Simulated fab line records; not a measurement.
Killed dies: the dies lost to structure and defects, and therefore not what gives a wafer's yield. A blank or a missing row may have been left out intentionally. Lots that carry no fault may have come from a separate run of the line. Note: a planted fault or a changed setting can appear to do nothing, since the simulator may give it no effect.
fab line records | flow n5_finfet
[record] lots = 10 | wafers = 30 | last_day = 17
route steps=1938 shown BEOL_M4@1069 PASSIVATION@1936
lots with no fault: from the same line, run without faults
start_h: start of the lot's first displayed wafer, in hours after the record's first day | wait_h: time in hours since the lot's previous step | " the same as in the row above | L1.1+2: a single row standing in for several wafers | - no value, or no start given | * or withheld: withheld | < > ~ a bound
route shown NAME@n: NAME is a module with steps in the file, n the number in the route of the first one | usual: the fault-free wafers' mean and standard deviation | same: alike in all rows | chamber/n: place in a boat | sites: the reading at each site | _std_site: the standard deviation of these | _edge_site: inner sites' mean taken away from outer sites' mean | radius_mm: how far each site lies from the wafer's centre | mask NAME#n: copy n | behind: tool/chamber where the wafer was last shaped | hold: reason for holding the lot/hours on hold/outcome of the hold | device: the n, p or np transistor that did not switch | end of line: at the end of the route, the tests of the same wafers | a step with no rows: only its recipe | killed: dies lost to structure and defects at the first sort, not the wafer's yield | map: a wafer's dies, marking killed ones x, the rest . and places with no die _
set.NAME: the setting as run; set.NAME@STEP: as run at that earlier step | model.NAME: the simulator's own value behind a step, which no gauge read
the route's steps for a sample of lots (tables are steps, rows are wafers)
services: the hour from which a tool's chamber was out of use, counted from the record's first day as start_h (under 0 if before that day), plus the number of hours and why
[[steps]]
[step N5_BEOL_M4_STRIP_36]
[recipe] chemistry = N2/H2 | power_w = 450 | temp_c = 40 | pressure_mtorr = 20 | rf_frequency_hz = 6e+07 | overash_fraction = 0.3 | bias_power_w = 7 | h2_frac = 0.5 | n2_flow_sccm = 200 | h2_flow_sccm = 200
[usual] drypump_motor_current_A = 5.9/0.39 | n2_flow_sccm = 200.0/0.59 | oes_product_au = 0.81/0.088 | power_w = 449.9/1.3 | rf_vpp_V = 59.3/1.5 | showerhead_plenum_p_Torr = 2.54/0.082 | throttle_valve_pct = 23.56/0.22
lot.wafer | tool        | chamber | start_h | wait_h | drypump_motor_current_A | n2_flow_sccm | oes_product_au | power_w | rf_hours_counter_h | rf_vpp_V | showerhead_plenum_p_Torr | throttle_valve_pct
L389.3    | rie_diel-02 | 0       | 176.44  | 0.0    | 5.9                     | 199.7        | 0.90           | 450.3   | 52                 | 58.2     | 2.57                     | 23.58
L389.4    | "           | 3       | "       | "      | 6.3                     | 200.2        | 0.72           | 449.4   | 199                | 60.0     | 2.63                     | 23.38
L389.5    | "           | 1       | "       | "      | 5.6                     | 200.8        | 0.67           | 449.7   | -                  | 59.5     | 2.39                     | 23.38
L391.2    | rie_diel-03 | 1       | 188.93  | 0.0    | 6.3                     | 200.9        | 0.89           | 450.6   | 21                 | 56.8     | 2.60                     | 23.77
L391.3    | "           | 3       | "       | "      | 6.1                     | 199.5        | 0.85           | 452.6   | 66                 | 58.6     | 2.57                     | 23.53
L391.4    | "           | 0       | "       | "      | 5.8                     | 200.1        | 0.94           | 447.5   | -                  | 61.4     | 2.49                     | 23.79
L393.2    | rie_diel-03 | 0       | 196.51  | 0.0    | 5.8                     | 201.0        | 0.94           | 450.3   | 12                 | 61.3     | 2.48                     | 23.82
L393.4    | "           | 2       | "       | "      | 4.8                     | 200.7        | 0.94           | 450.7   | 3                  | 59.3     | 2.48                     | 23.27
L393.6    | "           | 3       | "       | "      | 6.1                     | 199.1        | 0.84           | 449.0   | -                  | 62.1     | 2.57                     | 23.54
L394.2    | rie_diel-02 | 2       | 204.55  | 0.0    | 5.9                     | 200.3        | 0.73           | 449.7   | 179                | 58.4     | 2.44                     | 23.87
L394.5    | "           | 3       | "       | "      | 6.3                     | 199.8        | 0.71           | 449.3   | -                  | 59.3     | 2.63                     | 23.32
L394.6    | "           | 0       | "       | "      | 5.9                     | 199.7        | 0.88           | 447.7   | -                  | 57.9     | 2.56                     | 23.59
L398.3    | rie_diel-02 | 0       | 239.23  | 0.0    | 5.9                     | 200.0        | 0.87           | 451.0   | 77                 | 59.7     | 2.56                     | 23.59
L398.5    | "           | 2       | "       | "      | 5.9                     | 200.1        | 0.72           | 448.9   | -                  | 60.8     | 2.44                     | 23.88
L398.6    | "           | 3       | "       | "      | 6.3                     | 199.5        | 0.70           | 450.8   | -                  | 58.1     | 2.62                     | 23.36
L400.1    | rie_diel-03 | 3       | 250.62  | 0.0    | 6.1                     | 199.7        | 0.82           | 448.0   | 81                 | 60.0     | 2.56                     | 23.52
L400.3    | "           | 0       | "       | "      | 5.8                     | 200.1        | 0.92           | 450.3   | 25                 | 58.2     | 2.48                     | 23.83
L400.6    | "           | 3       | "       | "      | 6.1                     | 199.6        | 0.83           | 449.9   | -                  | 60.8     | 2.56                     | 23.54
L404.2    | rie_diel-03 | 1       | 276.18  | 0.0    | 6.3                     | 200.6        | 0.85           | 451.3   | 46                 | 58.1     | 2.59                     | 23.78
L404.3    | "           | 0       | "       | "      | 5.8                     | 200.2        | 0.89           | 451.9   | 35                 | 58.7     | 2.48                     | 23.85
L404.5    | "           | 2       | "       | "      | 4.8                     | 200.8        | 0.89           | 450.8   | -                  | 56.6     | 2.47                     | 23.26
L408.3    | rie_diel-02 | 1       | 293.19  | 0.0    | 5.6                     | 200.1        | 0.90           | 451.3   | 17                 | 61.3     | 2.70                     | 23.11
L408.4    | "           | 2       | "       | "      | 5.9                     | 199.3        | 0.71           | 448.7   | 210                | 57.6     | 2.43                     | 23.91
L408.5    | "           | 2       | "       | "      | 5.9                     | 199.3        | 0.70           | 450.9   | -                  | 57.5     | 2.43                     | 23.89
L407.1    | rie_diel-04 | 1       | 294.07  | 0.0    | 5.7                     | 200.7        | 0.72           | 449.6   | 218                | 61.2     | 2.62                     | 23.73
L407.3    | "           | 0       | "       | "      | 5.6                     | 199.6        | 0.85           | 448.5   | 73                 | 56.3     | 2.66                     | 23.23
L407.5    | "           | 0       | "       | "      | 5.6                     | 199.4        | 0.83           | 450.3   | -                  | 59.2     | 2.66                     | 23.21
L409.3    | rie_diel-02 | 2       | 300.70  | 0.0    | 5.9                     | 199.4        | 0.70           | 449.1   | 212                | 61.3     | 2.43                     | 23.91
L409.5    | "           | 2       | "       | "      | 5.9                     | 200.5        | 0.71           | 451.2   | -                  | 58.8     | 2.43                     | 23.91
L409.6    | "           | 1       | "       | "      | 5.6                     | 200.0        | 0.91           | 453.1   | -                  | 61.4     | 2.70                     | 23.12
[step N5_BEOL_M4_ANNEAL_49]
[recipe] temp_c = 400 | time_s = 240 | ambient = vacuum
[usual] heater_power_w = 814/77 | susceptor_temp_C = 400.00/0.21
lot.wafer | tool           | chamber | start_h | wait_h | heater_power_w | susceptor_temp_C
L389.3    | pvd_sputter-02 | -       | 177.61  | 0.0    | 911            | 400.09
L389.4    | "              | -       | "       | "      | 721            | 400.15
L389.5    | "              | -       | "       | "      | 754            | 399.97
L391.2    | pvd_sputter-01 | -       | 192.17  | 0.0    | 747            | 399.85
L391.3    | "              | -       | "       | "      | 826            | 400.19
L391.4    | "              | -       | "       | "      | 822            | 400.31
L393.2    | pvd_sputter-01 | -       | 197.80  | 0.0    | 831            | 399.85
L393.4    | "              | -       | "       | "      | 803            | 399.79
L393.6    | "              | -       | "       | "      | 832            | 399.92
L394.2    | pvd_sputter-01 | -       | 206.12  | 0.0    | 761            | 400.29
L394.5    | "              | -       | "       | "      | 847            | 399.73
L394.6    | "              | -       | "       | "      | 815            | 399.79
L398.3    | pvd_sputter-01 | -       | 240.83  | 0.0    | -              | -
L398.5    | "              | -       | "       | "      | -              | -
L398.6    | "              | -       | "       | "      | -              | -
L400.1    | pvd_sputter-03 | -       | 252.20  | 0.0    | -              | -
L400.3    | "              | -       | "       | "      | -              | -
L400.6    | "              | -       | "       | "      | -              | -
L404.2    | pvd_sputter-03 | -       | 279.16  | 0.0    | 1027           | 399.97
L404.3    | "              | -       | "       | "      | 780            | 399.78
L404.5    | "              | -       | "       | "      | 749            | 399.95
L408.3    | pvd_sputter-02 | -       | 294.96  | 0.0    | 797            | 400.22
L408.4    | "              | -       | "       | "      | 884            | 400.22
L408.5    | "              | -       | "       | "      | 748            | 400.23
L407.1    | pvd_sputter-03 | -       | 296.31  | 0.0    | 1037           | 400.07
L407.3    | "              | -       | "       | "      | 810            | 399.71
L407.5    | "              | -       | "       | "      | 762            | 400.22
L409.3    | pvd_sputter-03 | -       | 302.32  | 0.0    | 1033           | 400.14
L409.5    | "              | -       | "       | "      | 788            | 399.82
L409.6    | "              | -       | "       | "      | 779            | 399.97
[step N5_BEOL_M4_ANNEAL_91]
[recipe] temp_c = 400 | time_s = 240 | ambient = vacuum
[usual] heater_power_w = 814/78 | susceptor_temp_C = 400.01/0.23
lot.wafer | tool           | chamber | start_h | wait_h | heater_power_w | susceptor_temp_C
L389.3    | pvd_sputter-02 | -       | 178.71  | 0.0    | 897            | 400.23
L389.4    | "              | -       | "       | "      | 728            | 400.01
L389.5    | "              | -       | "       | "      | 740            | 400.22
L391.2    | pvd_sputter-01 | -       | 193.27  | 0.0    | 768            | 400.01
L391.3    | "              | -       | "       | "      | 854            | 400.05
L391.4    | "              | -       | "       | "      | 804            | 399.89
L393.2    | pvd_sputter-01 | -       | 198.90  | 0.0    | 861            | 400.00
L393.4    | "              | -       | "       | "      | 818            | 400.28
L393.6    | "              | -       | "       | "      | 821            | 399.79
L394.2    | pvd_sputter-01 | -       | 207.22  | 0.0    | 763            | 400.46
L394.5    | "              | -       | "       | "      | 841            | 399.90
L394.6    | "              | -       | "       | "      | 848            | 400.54
L398.3    | pvd_sputter-01 | -       | 241.93  | 0.0    | 864            | 400.24
L398.5    | "              | -       | "       | "      | 835            | 400.05
L398.6    | "              | -       | "       | "      | 854            | 399.63
L400.1    | pvd_sputter-03 | -       | 253.30  | 0.0    | 761            | 399.79
L400.3    | "              | -       | "       | "      | 769            | 399.77
L400.6    | "              | -       | "       | "      | 759            | 400.09
L404.2    | pvd_sputter-03 | -       | 280.26  | 0.0    | 1037           | 399.90
L404.3    | "              | -       | "       | "      | 761            | 399.97
L404.5    | "              | -       | "       | "      | 755            | 400.17
L408.3    | pvd_sputter-02 | -       | 296.06  | 0.0    | 802            | 400.20
L408.4    | "              | -       | "       | "      | 895            | 400.00
L408.5    | "              | -       | "       | "      | 729            | 399.78
L407.1    | pvd_sputter-03 | -       | 297.41  | 0.0    | 1056           | 399.84
L407.3    | "              | -       | "       | "      | 795            | 399.61
L407.5    | "              | -       | "       | "      | 771            | 400.13
L409.3    | pvd_sputter-03 | -       | 303.42  | 0.0    | 1016           | 400.01
L409.5    | "              | -       | "       | "      | 809            | 400.27
L409.6    | "              | -       | "       | "      | 769            | 400.12
[step N5_BEOL_M4_SPUTTER_92]
[recipe] material = Cu | target_thk_a = 45 | temp_c = -20 | chamber_pressure_pa = 0.07 | power_w = withheld | time_s = 8.29
[usual] throttle_valve_pct = 29.8/1.1
lot.wafer | tool           | chamber | start_h | wait_h | throttle_valve_pct
L389.3    | pvd_sputter-02 | -       | 178.85  | 0.1    | 29.5
L389.4    | "              | -       | "       | "      | 29.2
L389.5    | "              | -       | "       | "      | 29.8
L391.2    | pvd_sputter-01 | -       | 193.41  | 0.1    | 29.0
L391.3    | "              | -       | "       | "      | 30.8
L391.4    | "              | -       | "       | "      | 28.7
L393.2    | pvd_sputter-01 | -       | 199.04  | 0.1    | 30.8
L393.4    | "              | -       | "       | "      | 29.0
L393.6    | "              | -       | "       | "      | 30.9
L394.2    | pvd_sputter-01 | -       | 207.36  | 0.1    | 29.2
L394.5    | "              | -       | "       | "      | 30.9
L394.6    | "              | -       | "       | "      | 28.7
L398.3    | pvd_sputter-01 | -       | 242.07  | 0.1    | 28.6
L398.5    | "              | -       | "       | "      | 28.7
L398.6    | "              | -       | "       | "      | 30.6
L400.1    | pvd_sputter-03 | -       | 253.44  | 0.1    | 27.9
L400.3    | "              | -       | "       | "      | 31.6
L400.6    | "              | -       | "       | "      | 31.5
L404.2    | pvd_sputter-03 | -       | 280.40  | 0.1    | 29.8
L404.3    | "              | -       | "       | "      | 27.9
L404.5    | "              | -       | "       | "      | 28.2
L408.3    | pvd_sputter-02 | -       | 296.20  | 0.1    | 30.5
L408.4    | "              | -       | "       | "      | 29.4
L408.5    | "              | -       | "       | "      | 30.3
L407.1    | pvd_sputter-03 | -       | 297.55  | 0.1    | 29.5
L407.3    | "              | -       | "       | "      | 31.5
L407.5    | "              | -       | "       | "      | 28.2
L409.3    | pvd_sputter-03 | -       | 303.56  | 0.1    | 29.4
L409.5    | "              | -       | "       | "      | 31.5
L409.6    | "              | -       | "       | "      | 31.6
[step N5_BEOL_M4_RC_MEAS_101]
[usual] DIBL_N = 36.0/1.7 | DIBL_P = 35.8/2 | IOFF_N = 0.15/0.03 | IOFF_P = 0.20/0.037 | ION_N = 670/12 | ION_P = 460/7.2 | SS_N = 71.5/0.68 | SS_P = 73.2/0.65 | VT_N = 250/3.1 | VT_P = -251/3.4
lot.wafer | tool      | chamber | start_h | wait_h | DIBL_N[mV/V] | DIBL_P[mV/V] | IOFF_N[nA/um] | IOFF_P[nA/um] | ION_N[uA/um] | ION_P[uA/um] | SS_N[mV/dec] | SS_P[mV/dec] | VT_N[mV] | VT_P[mV]
L389.3    | prober-01 | 0       | 180.80  | 0.3    | 34.3         | 33.3         | 0.12          | 0.16          | 668          | 456          | 71.9         | 72.0         | 251      | -252
L389.4    | "         | 0       | "       | "      | 35.8         | 34.4         | 0.15          | 0.17          | 677          | 457          | 72.1         | 72.7         | 247      | -253
L389.5    | "         | 0       | "       | "      | 36.6         | 34.3         | 0.15          | 0.16          | 646          | 440          | 72.3         | 72.8         | 252      | -253
L391.2    | prober-01 | 0       | 195.43  | 0.2    | 39.0         | 38.2         | 0.22          | 0.31          | 669          | 465          | 72.4         | 75.0         | 244      | -240
L391.3    | "         | 0       | "       | "      | 39.3         | 38.9         | 0.23          | 0.33          | 663          | 463          | 72.1         | 74.9         | 244      | -241
L391.4    | "         | 0       | "       | "      | 34.0         | 32.5         | 0.12          | 0.20          | 657          | 464          | 70.2         | 72.8         | 250      | -246
L393.2    | prober-01 | 0       | 200.75  | 0.2    | 36.3         | 37.4         | 0.15          | 0.21          | 654          | 448          | 70.6         | 73.9         | 248      | -252
L393.4    | "         | 0       | "       | "      | 34.4         | 36.1         | 0.13          | 0.18          | 663          | 460          | 71.2         | 73.1         | 252      | -251
L393.6    | "         | 0       | "       | "      | 39.2         | 40.2         | 0.20          | 0.27          | 669          | 455          | 73.0         | 74.0         | 246      | -251
L394.2    | prober-01 | 0       | 209.11  | 0.2    | 35.7         | 36.3         | 0.16          | 0.19          | 681          | 459          | 71.7         | 72.8         | 247      | -252
L394.5    | "         | 0       | "       | "      | 35.9         | 36.5         | 0.15          | 0.20          | 674          | 467          | 72.2         | 74.3         | 252      | -252
L394.6    | "         | 0       | "       | "      | 37.4         | 38.2         | 0.19          | 0.23          | 689          | 471          | 73.0         | 73.7         | 248      | -251
L398.3    | prober-01 | 0       | 243.92  | 0.3    | 36.8         | 34.2         | 0.14          | 0.19          | 658          | 453          | 71.7         | 73.1         | 256      | -252
L398.5    | "         | 0       | "       | "      | 37.1         | 35.8         | 0.15          | 0.21          | 674          | 468          | 72.0         | 72.4         | 251      | -251
L398.6    | "         | 0       | "       | "      | 38.4         | 37.2         | 0.17          | 0.24          | 674          | 468          | 71.9         | 74.4         | 250      | -248
L400.1    | prober-01 | 0       | 255.01  | 0.0    | 36.2         | 35.7         | 0.14          | 0.19          | 658          | 453          | 71.2         | 72.7         | 252      | -252
L400.3    | "         | 0       | "       | "      | 35.2         | 35.6         | 0.14          | 0.20          | 684          | 470          | 71.1         | 73.4         | 250      | -250
L400.6    | "         | 0       | "       | "      | 35.0         | 34.7         | 0.12          | 0.18          | 655          | 460          | 70.1         | 72.7         | 254      | -251
L404.2    | prober-02 | 0       | 282.10  | 0.2    | 34.7         | 33.5         | 0.13          | 0.19          | 671          | 460          | 71.4         | 72.2         | 252      | -249
L404.3    | "         | 0       | "       | "      | 36.5         | 35.0         | 0.15          | 0.22          | 647          | 448          | 72.0         | 72.6         | 251      | -247
L404.5    | "         | 0       | "       | "      | 36.4         | 35.7         | 0.15          | 0.22          | 658          | 456          | 71.8         | 72.8         | 251      | -247
L408.3    | prober-01 | 0       | 298.28  | 0.3    | 37.4         | 37.8         | 0.17          | 0.21          | 682          | 463          | 72.0         | 74.5         | 251      | -251
L408.4    | "         | 0       | "       | "      | 35.4         | 36.2         | 0.14          | 0.18          | 659          | 457          | 71.1         | 73.8         | 254      | -253
L408.5    | "         | 0       | "       | "      | 34.9         | 35.6         | 0.13          | 0.17          | 657          | 461          | 71.0         | 73.4         | 253      | -256
L407.1    | prober-02 | 0       | 299.09  | 0.0    | 34.7         | 33.9         | 0.13          | 0.18          | 664          | 454          | 70.7         | 73.4         | 252      | -249
L407.3    | "         | 0       | "       | "      | 37.6         | 37.7         | 0.17          | 0.24          | 684          | 467          | 71.3         | 73.3         | 249      | -249
L407.5    | "         | 0       | "       | "      | 34.3         | 33.2         | 0.12          | 0.17          | 653          | 452          | 70.4         | 72.3         | 250      | -254
L409.3    | prober-02 | 0       | 305.41  | 0.3    | 34.7         | 33.1         | 0.14          | 0.17          | 671          | 462          | 71.1         | 72.5         | 248      | -253
L409.5    | "         | 0       | "       | "      | 35.7         | 35.3         | 0.15          | 0.20          | 684          | 465          | 70.8         | 73.3         | 247      | -252
L409.6    | "         | 0       | "       | "      | 37.3         | 35.7         | 0.17          | 0.21          | 665          | 457          | 71.3         | 72.6         | 248      | -250
[step N5_PASSIVATION_PROBE_49]
[usual] defect_limited_yield = 91.4/1.5 | killed_at_M0_to_M3 = 32/9.8 | killed_at_M4_up = 15/5.6 | killed_at_contacts = 12/5.4 | killed_at_front_end = 40/13 | killed_at_other = 3.0/2.1 | killed_dies = 102/17 | killed_open = 67/13 | killed_short = 32/7.1 | sort_bin_5_function = 5.1/0.96 | sort_bin_6_memory = 3.2/0.7 | sort_bin_8_speed = 0.0/0.3 | sort_n_pass = 1078/18 | sort_yield_pct = 91.3/1.5
[same] gross_dies = 1180 | killed_at_back_side = 0 | sort_bin_4_leakage[%] = 0
lot.wafer | tool      | chamber | start_h | wait_h | defect_limited_yield[%] | killed_at_M0_to_M3 | killed_at_M4_up | killed_at_contacts | killed_at_front_end | killed_at_other | killed_dies | killed_open | killed_short | sort_bin_5_function[%] | sort_bin_6_memory[%] | sort_bin_8_speed[%] | sort_n_pass | sort_yield_pct[%]
L394.2    | prober-01 | -       | 315.29  | 0.1    | 92.5                    | 17                 | 25              | 14                 | 30                  | 3               | 89          | 53          | 27           | 4.2                    | 2.5                  | 0                   | 1091        | 92.5
L394.5    | prober-01 | -       | 315.44  | 0.2    | 92.4                    | 22                 | 25              | 6                  | 34                  | 3               | 90          | 57          | 24           | 4.7                    | 2.2                  | 0                   | 1090        | 92.4
L394.6    | prober-01 | -       | 315.49  | 0.3    | 93.0                    | 32                 | 14              | 5                  | 30                  | 2               | 83          | 52          | 28           | 4.5                    | 2.3                  | 0                   | 1097        | 93.0
L404.2    | prober-02 | -       | 393.88  | 0.1    | 93.8                    | 22                 | 8               | 3                  | 37                  | 3               | 73          | 44          | 29           | 3.3                    | 2.7                  | 0                   | 1107        | 93.8
L404.3    | prober-02 | -       | 393.93  | 0.1    | 93.2                    | 24                 | 12              | 19                 | 25                  | 0               | 80          | 57          | 21           | 3.2                    | 3.6                  | 0                   | 1100        | 93.2
L404.5    | prober-02 | -       | 394.03  | 0.2    | 93.0                    | 35                 | 11              | 17                 | 19                  | 1               | 83          | 47          | 33           | 4.1                    | 3.0                  | 0                   | 1097        | 93.0
// killed by level:class
L394.2 BEOL_M4:geometric_particle:open=12 MOL_CONTACT_COAG:geometric_particle:open=9 MOL_CONTACT_COAG:geometric_particle:short=5 BEOL_M1:geometric_particle:open=5 HKMG_FIN:area_etch=5 FIN_SAQP:geometric_particle:open=4 FIN_SAQP:geometric_particle:short=4 BEOL_M2:geometric_particle:open=4
L394.5 BEOL_M4:geometric_particle:open=10 BEOL_M1:geometric_particle:open=7 DUMMY_GATE:geometric_particle:open=6 HKMG_FIN:area_etch=6 MOL_CONTACT_COAG:geometric_particle:open=4 BEOL_M0_SAQP:geometric_particle:open=4 BEOL_M2:geometric_particle:open=4 STARTING-WAFER:geometric_particle:short=4
L394.6 BEOL_M2:geometric_particle:open=11 DUMMY_GATE:geometric_particle:open=8 BEOL_M0_SAQP:geometric_particle:short=5 BEOL_M0_SAQP:geometric_particle:open=5 BEOL_M1:geometric_particle:open=5 BEOL_M4:geometric_particle:open=5 DUMMY_GATE:geometric_particle:short=4 GATE_CUT:geometric_particle:short=3
L404.2 FIN_SAQP:geometric_particle:short=6 BEOL_M2:geometric_particle:open=5 STI_FIN_REVEAL:geometric_particle:open=4 DUMMY_GATE:geometric_particle:open=4 ILD0:geometric_particle:short=4 GATE_CUT:geometric_particle:short=4 BEOL_M0_SAQP:geometric_particle:short=4 BEOL_M2:geometric_particle:short=4
L404.3 MOL_CONTACT_COAG:geometric_particle:open=15 FIN_SAQP:geometric_particle:open=7 BEOL_M2:geometric_particle:open=6 STI_FIN_REVEAL:geometric_particle:open=5 BEOL_M0_SAQP:geometric_particle:open=5 MOL_CONTACT_COAG:geometric_particle:short=4 BEOL_M0_SAQP:geometric_particle:short=4 BEOL_M3:geometric_particle:open=4
L404.5 MOL_CONTACT_COAG:geometric_particle:open=10 BEOL_M2:geometric_particle:open=9 BEOL_M1:geometric_particle:open=7 MOL_CONTACT_COAG:geometric_particle:short=7 BEOL_M3:geometric_particle:open=5 BEOL_M0:geometric_particle:open=4 BEOL_M1:geometric_particle:short=4 STARTING-WAFER:geometric_particle:open=4
[[services]]
tool           | chamber | start_h | hours | kind
rie_diel-03    | 2       | 168.82  | -     | clean
rie_diel-03    | 2       | 168.82  | -     | consumable_replace:focus_ring
rie_diel-03    | 2       | 168.82  | 20.2  | scheduled_down
rie_diel-03    | 2       | 168.82  | 20.2  | vent_cycle
pvd_sputter-02 | -       | 200.34  | 4.0   | repair
rie_diel-03    | -       | 212.07  | 0.1   | repair
rie_diel-04    | 2       | 216.41  | -     | clean
rie_diel-04    | 2       | 216.41  | -     | consumable_replace:focus_ring
rie_diel-04    | 2       | 216.41  | 23.9  | scheduled_down
rie_diel-04    | 2       | 216.41  | 23.9  | vent_cycle
rie_diel-02    | 1       | 219.16  | -     | clean
rie_diel-02    | 1       | 219.16  | -     | consumable_replace:focus_ring
rie_diel-02    | 1       | 219.16  | -     | consumable_replace:showerhead
rie_diel-02    | 1       | 219.16  | 21.4  | scheduled_down
rie_diel-02    | 1       | 219.16  | 21.4  | vent_cycle
rie_diel-03    | -       | 223.88  | 15.6  | pm
rie_diel-04    | 3       | 238.86  | 7.2   | repair
[[key]]
[first_sign] step = N5_BEOL_M4_ANNEAL_49 | reading = tool_record | direction = missing
effect none on later readings
met_at N5_BEOL_M4_ANNEAL_49
struck_lots L398,L400
not_acting_at N5_BEOL_M4_STRIP_36,N5_BEOL_M4_ANNEAL_91,N5_BEOL_M4_SPUTTER_92
onset_between 206.12 240.83
[fault] kind = skipped_step_whole | tool = pvd_sputter-01,pvd_sputter-03 | chamber = - | onset_h = 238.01 | steps = N5_BEOL_M4_ANNEAL_49 | scope = struck_lots_only
